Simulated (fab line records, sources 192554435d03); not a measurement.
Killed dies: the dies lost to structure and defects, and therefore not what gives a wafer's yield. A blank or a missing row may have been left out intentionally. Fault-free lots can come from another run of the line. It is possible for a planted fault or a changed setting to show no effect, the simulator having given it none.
Split-lot trial || flow n5Finfet || 7 lots, 39 wafers read, on a route of 1938 steps

## ON THE SPLIT
At N5_DUMMY_GATE_EXPOSE_12 (exposes mask GATE, target cd 25 nm), the setting doseMj was moved away from the recipe's 34 on 18 of the 39 wafers read, by -6.6% to +5.9%. For the rest of the wafers, this setting stayed at what the recipe calls for.

## FROM THE SPLIT TO THE READING: what the file shows between them, 2 steps
- N5_DUMMY_GATE_PEB_13: peb time 60 s
- N5_DUMMY_GATE_DEVELOP_14: develop time 30 s

## THE READING
cdNm (nm) at N5_DUMMY_GATE_CD_MEAS_15, where the cd target is 25.8 nm. Typical for fault-free wafers on this fab line: 24.95 nm, with standard deviation 0.25 nm.

{"wafer": "L079.1", "tool, chamber at the split": "euvScanner-01, 0", "doseMj as run": 34, "against the recipe": "recipe", "cdNm, nm": 25.00, "against lot-mates on the recipe": "-"}
{"wafer": "L079.4", "tool, chamber at the split": "euvScanner-01, 0", "doseMj as run": 34, "against the recipe": "recipe", "cdNm, nm": 24.67, "against lot-mates on the recipe": "-"}
{"wafer": "L079.5", "tool, chamber at the split": "euvScanner-01, 0", "doseMj as run": 34, "against the recipe": "recipe", "cdNm, nm": 24.60, "against lot-mates on the recipe": "-"}
{"wafer": "L085.1", "tool, chamber at the split": "euvScanner-01, 0", "doseMj as run": 34, "against the recipe": "recipe", "cdNm, nm": 25.14, "against lot-mates on the recipe": "-"}
{"wafer": "L085.2", "tool, chamber at the split": "euvScanner-01, 0", "doseMj as run": 36, "against the recipe": "+5.9%", "cdNm, nm": 23.65, "against lot-mates on the recipe": -1.20}
{"wafer": "L085.3", "tool, chamber at the split": "euvScanner-01, 0", "doseMj as run": 36, "against the recipe": "+5.9%", "cdNm, nm": 23.60, "against lot-mates on the recipe": -1.25}
{"wafer": "L085.4", "tool, chamber at the split": "euvScanner-01, 0", "doseMj as run": 34, "against the recipe": "recipe", "cdNm, nm": 24.35, "against lot-mates on the recipe": "-"}
{"wafer": "L085.5", "tool, chamber at the split": "euvScanner-01, 0", "doseMj as run": 36, "against the recipe": "+5.9%", "cdNm, nm": 23.91, "against lot-mates on the recipe": -0.94}
{"wafer": "L085.6", "tool, chamber at the split": "euvScanner-01, 0", "doseMj as run": 34, "against the recipe": "recipe", "cdNm, nm": 25.06, "against lot-mates on the recipe": "-"}
{"wafer": "L086.1", "tool, chamber at the split": "euvScanner-02, 0", "doseMj as run": 31.77, "against the recipe": "-6.6%", "cdNm, nm": 26.12, "against lot-mates on the recipe": "+1.29"}
{"wafer": "L086.2", "tool, chamber at the split": "euvScanner-02, 0", "doseMj as run": 34, "against the recipe": "recipe", "cdNm, nm": 24.92, "against lot-mates on the recipe": "-"}
{"wafer": "L086.3", "tool, chamber at the split": "euvScanner-02, 0", "doseMj as run": 31.77, "against the recipe": "-6.6%", "cdNm, nm": 26.08, "against lot-mates on the recipe": "+1.25"}
{"wafer": "L086.4", "tool, chamber at the split": "euvScanner-02, 0", "doseMj as run": 31.77, "against the recipe": "-6.6%", "cdNm, nm": 26.32, "against lot-mates on the recipe": "+1.49"}
{"wafer": "L086.5", "tool, chamber at the split": "euvScanner-02, 0", "doseMj as run": 34, "against the recipe": "recipe", "cdNm, nm": 24.86, "against lot-mates on the recipe": "-"}
{"wafer": "L086.6", "tool, chamber at the split": "euvScanner-02, 0", "doseMj as run": 34, "against the recipe": "recipe", "cdNm, nm": 24.72, "against lot-mates on the recipe": "-"}
{"wafer": "L092.1", "tool, chamber at the split": "euvScanner-02, 0", "doseMj as run": 34, "against the recipe": "recipe", "cdNm, nm": 25.00, "against lot-mates on the recipe": "-"}
{"wafer": "L092.2", "tool, chamber at the split": "euvScanner-02, 0", "doseMj as run": 32.08, "against the recipe": "-5.6%", "cdNm, nm": 26.33, "against lot-mates on the recipe": "+1.36"}
{"wafer": "L092.3", "tool, chamber at the split": "euvScanner-02, 0", "doseMj as run": 34, "against the recipe": "recipe", "cdNm, nm": 25.05, "against lot-mates on the recipe": "-"}
{"wafer": "L092.4", "tool, chamber at the split": "euvScanner-02, 0", "doseMj as run": 34, "against the recipe": "recipe", "cdNm, nm": 24.85, "against lot-mates on the recipe": "-"}
{"wafer": "L092.5", "tool, chamber at the split": "euvScanner-02, 0", "doseMj as run": 32.08, "against the recipe": "-5.6%", "cdNm, nm": 26.29, "against lot-mates on the recipe": "+1.32"}
{"wafer": "L092.6", "tool, chamber at the split": "euvScanner-02, 0", "doseMj as run": 32.08, "against the recipe": "-5.6%", "cdNm, nm": 26.20, "against lot-mates on the recipe": "+1.23"}
{"wafer": "L094.1", "tool, chamber at the split": "euvScanner-01, 0", "doseMj as run": 34, "against the recipe": "recipe", "cdNm, nm": 24.85, "against lot-mates on the recipe": "-"}
{"wafer": "L094.2", "tool, chamber at the split": "euvScanner-01, 0", "doseMj as run": 34, "against the recipe": "recipe", "cdNm, nm": 24.87, "against lot-mates on the recipe": "-"}
{"wafer": "L094.3", "tool, chamber at the split": "euvScanner-01, 0", "doseMj as run": 35.94, "against the recipe": "+5.7%", "cdNm, nm": 23.82, "against lot-mates on the recipe": -1.10}
{"wafer": "L094.4", "tool, chamber at the split": "euvScanner-01, 0", "doseMj as run": 35.94, "against the recipe": "+5.7%", "cdNm, nm": 24.32, "against lot-mates on the recipe": -0.60}
{"wafer": "L094.5", "tool, chamber at the split": "euvScanner-01, 0", "doseMj as run": 34, "against the recipe": "recipe", "cdNm, nm": 25.04, "against lot-mates on the recipe": "-"}
{"wafer": "L094.6", "tool, chamber at the split": "euvScanner-01, 0", "doseMj as run": 35.94, "against the recipe": "+5.7%", "cdNm, nm": 24.34, "against lot-mates on the recipe": -0.58}
{"wafer": "L096.1", "tool, chamber at the split": "euvScanner-01, 0", "doseMj as run": 34, "against the recipe": "recipe", "cdNm, nm": 25.01, "against lot-mates on the recipe": "-"}
{"wafer": "L096.2", "tool, chamber at the split": "euvScanner-01, 0", "doseMj as run": 32.39, "against the recipe": "-4.7%", "cdNm, nm": 25.86, "against lot-mates on the recipe": "+1.12"}
{"wafer": "L096.3", "tool, chamber at the split": "euvScanner-01, 0", "doseMj as run": 32.39, "against the recipe": "-4.7%", "cdNm, nm": 25.49, "against lot-mates on the recipe": "+0.75"}
{"wafer": "L096.4", "tool, chamber at the split": "euvScanner-01, 0", "doseMj as run": 34, "against the recipe": "recipe", "cdNm, nm": 24.63, "against lot-mates on the recipe": "-"}
{"wafer": "L096.5", "tool, chamber at the split": "euvScanner-01, 0", "doseMj as run": 32.39, "against the recipe": "-4.7%", "cdNm, nm": 25.81, "against lot-mates on the recipe": "+1.07"}
{"wafer": "L096.6", "tool, chamber at the split": "euvScanner-01, 0", "doseMj as run": 34, "against the recipe": "recipe", "cdNm, nm": 24.59, "against lot-mates on the recipe": "-"}
{"wafer": "L097.1", "tool, chamber at the split": "euvScanner-01, 0", "doseMj as run": 34, "against the recipe": "recipe", "cdNm, nm": 24.87, "against lot-mates on the recipe": "-"}
{"wafer": "L097.2", "tool, chamber at the split": "euvScanner-01, 0", "doseMj as run": 33.18, "against the recipe": "-2.4%", "cdNm, nm": 25.12, "against lot-mates on the recipe": "+0.20"}
{"wafer": "L097.3", "tool, chamber at the split": "euvScanner-01, 0", "doseMj as run": 34, "against the recipe": "recipe", "cdNm, nm": 24.75, "against lot-mates on the recipe": "-"}
{"wafer": "L097.4", "tool, chamber at the split": "euvScanner-01, 0", "doseMj as run": 34, "against the recipe": "recipe", "cdNm, nm": 25.14, "against lot-mates on the recipe": "-"}
{"wafer": "L097.5", "tool, chamber at the split": "euvScanner-01, 0", "doseMj as run": 33.18, "against the recipe": "-2.4%", "cdNm, nm": 25.31, "against lot-mates on the recipe": "+0.39"}
{"wafer": "L097.6", "tool, chamber at the split": "euvScanner-01, 0", "doseMj as run": 33.18, "against the recipe": "-2.4%", "cdNm, nm": 25.24, "against lot-mates on the recipe": "+0.32"}

THE FIT
A straight line over all 39 wafers: cdNm changes by -0.187 nm for each +1% of doseMj; r = -0.95; the points scatter about the line by 0.23 nm.
The same after taking each lot's own level away (the mean of its wafers on the recipe; 39 wafers): -0.189 nm for each +1%; r = -0.96; scatter 0.21 nm.
Per that fit: largest doseMj move, reading shift of 1.2 nm.
Across the lots, their own levels run from 24.743 to 24.967 nm, a range of 0.9 times the standard deviation given above.
Consequently the slope shifts little with the lot-to-lot level, the two slopes agreeing.
Check: with one of the wafers moved furthest among these (-6.6%) left out of the fit, the line predicts +1.28 nm for it against its lot-mates. It came out at +1.29 nm against them.

## THE WHOLE CHAIN: every reading that the file lists as answering this split, in the file's order
{"step": "N5_DUMMY_GATE_CD_MEAS_15", "what it does": "target cd 25.8 nm", "reading": "cdNm", "change (the file's fit)": "-0.191 nm for each +1% of the setting", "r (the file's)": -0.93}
{"step": "N5_DUMMY_GATE_TRIM_49", "what it does": "chemistry O2, time 29 s, target cd 14 nm", "reading": "DUMMY_GATE.cdNm (the simulator's own value, which no gauge read)", "change (the file's fit)": "-0.186 nm for each +1% of the setting", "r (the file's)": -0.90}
{"step": "N5_DUMMY_GATE_ETCH_42", "what it does": "etches SiO2 in CHF3/O2, target depth 3.5 nm, time 31 s", "reading": "DUMMY_GATE.cdNm (the simulator's own value, which no gauge read)", "change (the file's fit)": "-0.162 nm for each +1% of the setting", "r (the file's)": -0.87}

## FILE'S OWN FIT
cdNm changes by -0.191 nm for each +1% of doseMj, r = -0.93.
